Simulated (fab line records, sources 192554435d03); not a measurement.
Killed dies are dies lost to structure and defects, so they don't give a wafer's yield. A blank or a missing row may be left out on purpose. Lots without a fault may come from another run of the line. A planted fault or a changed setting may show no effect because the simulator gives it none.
fab line records | flow n5_finfet
record lots=3 wafers=9 last_day=18
route steps=1938 shown DUMMY_GATE@248 SPACER0@258 SD_EPI_N@262 BEOL_M4@1111 PASSIVATION@1936
lots that met no fault: from a run of the same line without faults
start_h: hours from the record's first day to the start of the lot's first wafer shown | wait_h: hours since the lot's step before | " the same as in the row above | L1.1+2: a row that stands for several wafers | - no value, or no start given | * or withheld: withheld | < > ~ a bound
route shown NAME@n: a module of which the file shows steps, and the number in the route of the first | usual: mean/standard deviation of fault-free wafers | same: alike in all rows | chamber/n: place in a boat | sites: the reading at each site | _std_site: their standard deviation | _edge_site: outer sites' mean less inner sites' | radius_mm: how far each site lies from the wafer's centre | mask NAME#n: copy n | behind: the tool/chamber that last shaped the wafer | hold: why the lot was held/for how many hours/how that ended | device: the transistor (n, p or np) that didn't switch | end of line: the same wafers' tests at the end of the route | a step without rows: its recipe alone | killed: dies lost to structure and defects at the first sort, not the wafer's yield | map: a wafer's dies, x killed, . not, _ none there
set.NAME: the setting as run; set.NAME@STEP: as run at that earlier step | model.NAME: the simulator's own value behind a step, which no gauge read
lots at some steps of the route; a table a step, a row a wafer
services: from which hour (start_h, from the record's first day; less than 0 if before it) a tool's chamber was out of use, for how many hours, and why
## steps
# step N5_DUMMY_GATE_ETCH_44
# recipe chemistry=HBr/O2 over_etch_frac=0.7 target_depth_a=1275 stop_on=SiO2 ion_energy_ev=60 bias_w=20 target=poly-Si mask_material=SiO2 pressure_mtorr=20 icp_w=400 HBr_flow_sccm=120 O2_flow_sccm=10
# step N5_DUMMY_GATE_ETCH_42
# recipe chemistry=CHF3/O2 target=SiO2 target_depth_a=35 time_s=31 ion_energy_ev=30 bias_w=12 pressure_mtorr=30 source_w=600 Ar_flow_sccm=200 CHF3_flow_sccm=50 O2_flow_sccm=5
# step N5_DUMMY_GATE_STRIP_48
# recipe chemistry=N2/H2 time_s=20 power_w=100 temp_c=40 pressure_mtorr=100 rf_frequency_hz=6e+07 bias_power_w=3 n2_flow_sccm=300 h2_flow_sccm=300
# step N5_DUMMY_GATE_PRECLEAN_33
# recipe chemistry=dHF time_s=10 dilution=750:1 temp_c=25
# step N5_DUMMY_GATE_PRECLEAN_25
# recipe chemistry=O3/DIW time_s=45 temp_c=22 o3_ppm=10
# step N5_DUMMY_GATE_PRECLEAN_51
# recipe chemistry=SC2 time_s=45 temp_c=35 mix=1:1:50
# step N5_DUMMY_GATE_SRD_26
# recipe dry=ipa_marangoni time_s=30 temp_c=23 rinse_liquid=diw
# step N5_DUMMY_GATE_UV_OZONE_45
# recipe time_s=120 pressure_torr=760 temp_c=25
# step N5_SPACER0_ALD_07
# recipe material=SiNx target_thk_a=20 temp_c=400 ald_precursor_family=SiH2I2 ald_co_reactant=N2/H2-plasma pressure_torr=2
# step N5_SPACER0_ALD_00
# recipe material=SiOCN target_thk_a=35 temp_c=400 ald_precursor_family=alkyl-aminosilane ald_co_reactant=O2/N2-plasma pulse_time_s=3 purge_time_s=2 co_reactant_purge_time_s=2 ald_cycles=58 pressure_torr=2
# step N5_SPACER0_ALD_08
# recipe material=SiNx target_thk_a=20 temp_c=400 ald_precursor_family=SiH2I2 ald_co_reactant=N2/H2-plasma pressure_torr=2
# usual heater_power_w=849/83
# columns lot.wafer tool chamber start_h wait_h heater_power_w model.SiNx_of_SPACER0_ALD_08.thk_nm
L296.2 ald_sin-03 3 68.07 0.1 861 2
L296.3 " 1 " " 793 2
L296.4 " 2 " " 764 2
L298.1 ald_sin-03 0 78.87 0.1 803 2
L298.2 " 3 " " 846 2
L298.5 " 2 " " 781 2
L311.1 ald_sin-03 0 188.01 0.1 781 1.2
L311.2 " 1 " " 794 2
L311.3 " 3 " " 845 2
# step N5_SD_EPI_N_COAT_32
# recipe resist=SOC temp_c=250 time_s=60 spin_rpm=1500 resist_thk_nm=350
# step N5_SD_EPI_N_COAT_33
# recipe resist=SiARC temp_c=220 time_s=60 spin_rpm=1500 resist_thk_nm=35
# step N5_SD_EPI_N_COAT_03
# recipe resist=CAR-ArF-block spin_rpm=1500 resist_thk_nm=150
# step N5_SD_EPI_N_EBR_05
# recipe solvent=PGMEA ebr_width_mm=1.5
# step N5_SD_EPI_N_SOFTBAKE_04
# recipe temp_c=110 time_s=60 resist=CAR-ArF-block
# step N5_SD_EPI_N_EXPOSE_06
# recipe mask_id=SD_N_BLK na=1.35 source_shape=conventional sigma_outer=0.8 polarization=unpolarized target_cd_nm=120 dose_mj=39.75
# step N5_SD_EPI_N_PEB_07
# recipe peb_temp_c=110 peb_time_s=60 resist=CAR-ArF-block
# step N5_SD_EPI_N_DEVELOP_08
# recipe develop_time_s=30 developer=TMAH resist=CAR-ArF-block dev_temp_c=23 rinse_liquid=diw dry=air_spin
# step N5_SD_EPI_N_DESCUM_14
# recipe chemistry=O2 time_s=7.9 source_power_w=50 bias_power_w=20 pressure_mtorr=20 rf_frequency_hz=2.712e+07 temp_c=40 resist=CAR-ArF-block o2_flow_sccm=225
# step N5_SD_EPI_N_ETCH_34
# recipe chemistry=CF4 target=SiARC target_depth_a=455 mask_material=CAR-ArF-block time_s=75.8 ion_energy_ev=80 pressure_mtorr=40 source_w=545 bias_w=36 Ar_flow_sccm=100 cf4_flow_sccm=100 ends=cleared
# step N5_SD_EPI_N_ETCH_35
# recipe chemistry=N2/H2 target=SOC overetch_a=1080 mask_material=SiARC temp_c=40 ion_energy_ev=100 source_w=3000 bias_w=133 pressure_mtorr=20 time_s=486 n2_flow_sccm=200 h2_flow_sccm=200
# step N5_SD_EPI_N_STRIP_36
# recipe chemistry=N2/H2 temp_c=40 n2_flow_sccm=200 h2_flow_sccm=200 rf_frequency_hz=6e+07
# step N5_SD_EPI_N_ETCHBACK_44
# recipe chemistry=CH3F/O2 mode=anisotropic_etchback target=SiNx target_depth_a=145 stop_on=SiO2 over_etch_frac=0.3 ion_energy_ev=120 pressure_mtorr=30 source_w=395 bias_w=73 Ar_flow_sccm=150 CH3F_flow_sccm=30 O2_flow_sccm=20
# step N5_SD_EPI_N_ETCH_45
# recipe chemistry=CH3F/O2 target=SiOCN target_depth_a=60 mask_material=SOC ion_energy_ev=60 bias_w=29 pressure_mtorr=15 source_w=410 Ar_flow_sccm=150 CH3F_flow_sccm=30 O2_flow_sccm=20
# step N5_SD_EPI_N_ETCH_16
# recipe chemistry=CHF3/O2 target=SiO2 target_depth_a=50 mask_material=SOC pressure_mtorr=30 source_w=650 bias_w=170 Ar_flow_sccm=200 CHF3_flow_sccm=50 O2_flow_sccm=5 ion_energy_ev=200
# step N5_SD_EPI_N_STRIP_47
# recipe chemistry=CHF3/O2 resist=SiARC rf_frequency_hz=6e+07
# step N5_SD_EPI_N_SD_RECESS_17
# recipe chemistry=HBr/Cl2/O2 target_depth_a=410 mask_material=SOC time_s=23.7 bt_time_s=3 pressure_mtorr=10 icp_w=800 bias_w=112 HBr_flow_sccm=150 Cl2_flow_sccm=80 O2_flow_sccm=12
# step N5_SD_EPI_N_STRIP_38
# recipe chemistry=N2/H2 power_w=1000 temp_c=250 h2_frac=0.65 overash_fraction=0.3 pressure_mtorr=withheld n2_flow_sccm=1750 h2_flow_sccm=3250
# step N5_SD_EPI_N_WET_ETCH_43
# recipe chemistry=dHF dilution=withheld time_s=14 target=SiO2 target_depth_a=15 temp_c=25
# columns lot.wafer tool chamber start_h wait_h model.SiNx_of_SPACER0_ALD_08.thk_nm
L296.2+3+4 wet_bench-03 1,0,2 69.58 - 1.6
L298.1+2+5 wet_bench-01 6,5,4 80.51 - 1.6
L311.1 wet_bench-03 6 190.70 - 0.8
L311.2+3 " 4,2 " " 1.6
# step N5_SD_EPI_N_STRIP_18
# recipe chemistry=SPM time_s=750 temp_c=130 h2so4_h2o2_vol_ratio=4
# step N5_SD_EPI_N_SRD_20
# recipe dry=ipa_marangoni do_ppb=5 time_s=30 temp_c=23 rinse_liquid=diw
# step N5_SD_EPI_N_PRECLEAN_48
# recipe chemistry=NF3:NH3 afs_cycles=2 temp_c=30 time_s=20 sublimation_temp_c=180 sublimation_time_s=60 pressure_torr=3 rf_power_w=30
# step N5_SD_EPI_N_VAPOR_ETCH_50
# recipe chemistry=HCl target=Si temp_c=775 time_s=54 pressure_torr=20 mode=isotropic
# step N5_SD_EPI_N_EPI_21
# recipe material=Si:P dopant=P temp_c=680 pressure_torr=255 time_s=690
# step N5_BEOL_M4_RC_MEAS_101
# usual DIBL_N=37.2/2.1 DIBL_P=37.3/2.3 IOFF_N=0.18/0.041 IOFF_N_85C=3.4/0.65 IOFF_N_LIN=0.080/0.014 IOFF_P=0.24/0.042 IOFF_P_85C=4.0/0.61 IOFF_P_LIN=0.109/0.015 ION_N=680/13 ION_P=466/7.7 REXT_P=101.0/2.7 SS_N=71.8/0.68 SS_P=73.5/0.66 VT_N=249/3.6 VT_P=-248/3.4 VT_P_LVT=-97.4/2.8
# columns lot.wafer tool chamber start_h wait_h DIBL_N[mV/V] DIBL_P[mV/V] IOFF_N[nA/um] IOFF_N_85C[nA/um] IOFF_N_LIN[nA/um] IOFF_P[nA/um] IOFF_P_85C[nA/um] IOFF_P_LIN[nA/um] ION_N[uA/um] ION_P[uA/um] REXT_P[ohm.um] SS_N[mV/dec] SS_P[mV/dec] VT_N[mV] VT_P[mV] VT_P_LVT[mV]
L296.2 prober-01 0 193.39 0.2 37.7 37.8 0.20 3.7 0.089 0.23 4.0 0.106 693 469 102.1 72.1 73.6 244 -249 -96.9
L296.3 " 0 " " 40.1 40.1 0.26 4.6 0.108 0.28 4.6 0.117 705 475 102.5 72.5 74.2 242 -248 -95.9
L296.4 " 0 " " 39.1 39.1 0.22 4.1 0.098 0.27 4.4 0.117 706 476 101.2 72.3 74.0 244 -246 -95.7
L298.1 prober-02 0 204.82 0.0 38.8 39.1 0.24 4.4 0.098 0.31 5.1 0.142 688 481 99.4 72.7 74.5 241 -241 -92.2
L298.2 " 0 " " 36.3 36.9 0.18 3.4 0.081 0.26 4.4 0.127 681 472 101.0 71.4 73.7 246 -245 -92.9
L298.5 " 0 " " 36.4 35.6 0.18 3.4 0.075 0.24 4.1 0.119 674 469 99.7 72.4 73.9 248 -246 -95.5
L311.1 prober-01 0 316.30 0.0 42.0 43.9 0.31 5.6 0.130 0.45 7.0 0.190 717 501 90.4 73.0 74.7 241 -237 -86.2
L311.2 " 0 " " 37.5 39.5 0.21 3.9 0.094 0.27 4.5 0.125 694 473 98.6 72.8 73.7 247 -245 -94.4
L311.3 " 0 " " 37.1 39.2 0.20 3.9 0.094 0.28 4.6 0.129 698 483 98.5 72.2 73.8 244 -245 -93.4
# step N5_PASSIVATION_PROBE_49
# usual defect_limited_yield=91.0/1.6 killed_at_M0_to_M3=35/11 killed_at_M4_up=14/5.3 killed_at_contacts=13/6.7 killed_at_front_end=41/12 killed_at_other=3.9/2.7 killed_dies=106/19 killed_open=70/14 killed_short=35/8.8 sort_bin_4_leakage=0.01/0.058 sort_bin_5_function=5.3/1 sort_bin_6_memory=3.3/0.81 sort_n_pass=1073/19 sort_yield_pct=91.0/1.6
# same gross_dies=1180 killed_at_back_side=0 sort_bin_8_speed[%]=0
# columns lot.wafer tool chamber start_h wait_h defect_limited_yield[%] killed_at_M0_to_M3 killed_at_M4_up killed_at_contacts killed_at_front_end killed_at_other killed_dies killed_open killed_short sort_bin_4_leakage[%] sort_bin_5_function[%] sort_bin_6_memory[%] sort_n_pass sort_yield_pct[%]
L311.1 prober-02 - 423.41 0.0 90.8 23 12 5 64 4 108 63 44 2.46 5.8 3.0 1043 88.4
# killed by level:class
L311.1 FIN_SAQP:geometric_particle:short=17 FIN_SAQP:geometric_particle:open=16 STI_FIN_REVEAL:geometric_particle:open=9 BEOL_M2:geometric_particle:open=9 GATE_CUT:geometric_particle:short=6 MOL_CONTACT_COAG:geometric_particle:open=4 BEOL_M3:geometric_particle:open=4 STI_FIN_REVEAL:geometric_particle:short=3
# map L311.1 (x killed, . not)
_________________.x..........________________
______________..x..x.....x......_____________
___________............x.x.........__________
__________.........................._________
________......x.x..........x.........._______
_______.......x..x....xx...............______
______.................................._____
_____................x............x......____
____...................x.xx.........x.x.x.___
___........x.....x.x.......x.........x..x..__
___.........x...x.......x.....x.....x......__
__...x.........x................x........x.._
__......xx.....x..x........................._
_x.x.........................................
_......x.xx..................x.x.............
_......x........xx.............x..x..........
_.....................x..x..x.x..x...........
_xx...x......................xx.........x....
_.x............x....x......x.............x...
_................x............x..............
_.............x...............x.........x....
__.........................................._
__..x............................x.........._
___..............x..................x......__
___xx.....x..............x....xx...........__
____.......x..................x...........___
_____x.............x..............x.x..x.____
______......x.......x.x...x............._____
_______......x......xx........x...x....______
________......x......xx..x..........x._______
__________x...............x........._________
___________........................__________
______________..............x..x_____________
_________________............________________
# map L296.4 (x killed, . not)
_________________............________________
______________.........x....xx.._____________
___________......................x.__________
__________.x.x......................_________
________x.........................xx.._______
_______...x.....x.x....xx.........x...x______
______...x......x..x..................x._____
_____.x..............................x...____
____............x...x...x.................___
___.xx.....x....x...........xx....x.x...x..__
___.xx.xx......x..x..xx..........x.........__
__..x...x..x.................x..x......x...._
__.x........x....x.x........x.....x.x....x.._
_.x..x.....x.....xx...x...............x......
_............x.x.............................
_.x................x..x..xx..........x......x
_.......x.x.x..........................x.....
_......x..x.........xxx........x......x......
_......x.x...x..xxx....x.xx...............x..
_....x....x.x.............x...x......x...xx.x
_..x...xx..x..x.......x..xx..........x.....x.
__............x....x.....x................x._
__..x.x...........x...........x.......x....._
___.....x...............x..xx..............__
___.x............x.....x....x....x.........__
____...............x.x..x.................___
_____.........x.................x.....x..____
______......x.........x................._____
_______..x....x....x.xx...........xxx..______
________..........xx.....x............_______
__________...x.x.......x..x........._________
___________.....x......x........x..__________
______________.............x...._____________
_________________..x........x________________
## services
# columns tool chamber start_h hours kind
ald_sin-03 2 44.52 3.6 repair
ald_sin-03 0 108.21 10.9 repair
ald_sin-03 3 157.48 4.7 repair
## key
first_sign step=N5_BEOL_M4_RC_MEAS_101 reading=IOFF_P_LIN direction=up sigmas=5.5 usual=0.109 struck=0.190
effect step=N5_BEOL_M4_RC_MEAS_101 reading=IOFF_P direction=up sigmas=5.1 usual=0.24 struck=0.45
effect step=N5_BEOL_M4_RC_MEAS_101 reading=IOFF_P_85C direction=up sigmas=4.9 usual=4.0 struck=7.0
effect step=N5_BEOL_M4_RC_MEAS_101 reading=ION_P direction=up sigmas=4.5 usual=466 struck=501
effect step=N5_BEOL_M4_RC_MEAS_101 reading=VT_P_LVT direction=up sigmas=4 usual=-97.4 struck=-86.2
effect step=N5_BEOL_M4_RC_MEAS_101 reading=REXT_P direction=down sigmas=4 usual=101.0 struck=90.4
effect step=N5_BEOL_M4_RC_MEAS_101 reading=IOFF_N_LIN direction=up sigmas=3.5 usual=0.080 struck=0.130
effect step=N5_BEOL_M4_RC_MEAS_101 reading=VT_P direction=up sigmas=3.4 usual=-248 struck=-237
effect step=N5_BEOL_M4_RC_MEAS_101 reading=IOFF_N direction=up sigmas=3.3 usual=0.18 struck=0.31
effect step=N5_BEOL_M4_RC_MEAS_101 reading=IOFF_N_85C direction=up sigmas=3.3 usual=3.4 struck=5.6
effect step=N5_PASSIVATION_PROBE_49 reading=sort_bin_4_leakage direction=up sigmas=29 usual=0.01 struck=2.46
model_effect step=N5_SPACER0_ALD_08 value=SiNx_of_SPACER0_ALD_08.thk_nm without=2 struck=1.2
model_effect step=N5_SD_EPI_N_WET_ETCH_43 value=SiNx_of_SPACER0_ALD_08.thk_nm without=1.6 struck=0.8
met_at N5_SPACER0_ALD_08
struck_wafers L311.1
onset_between 78.87 188.01
fault kind=process_parameter_drift tool=ald_sin-03 chamber=0 onset_h=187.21 steps=N5_SPACER0_ALD_08 channel=target_thk_a offset=* shape=step end_h=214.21 acts_in=* stated=*
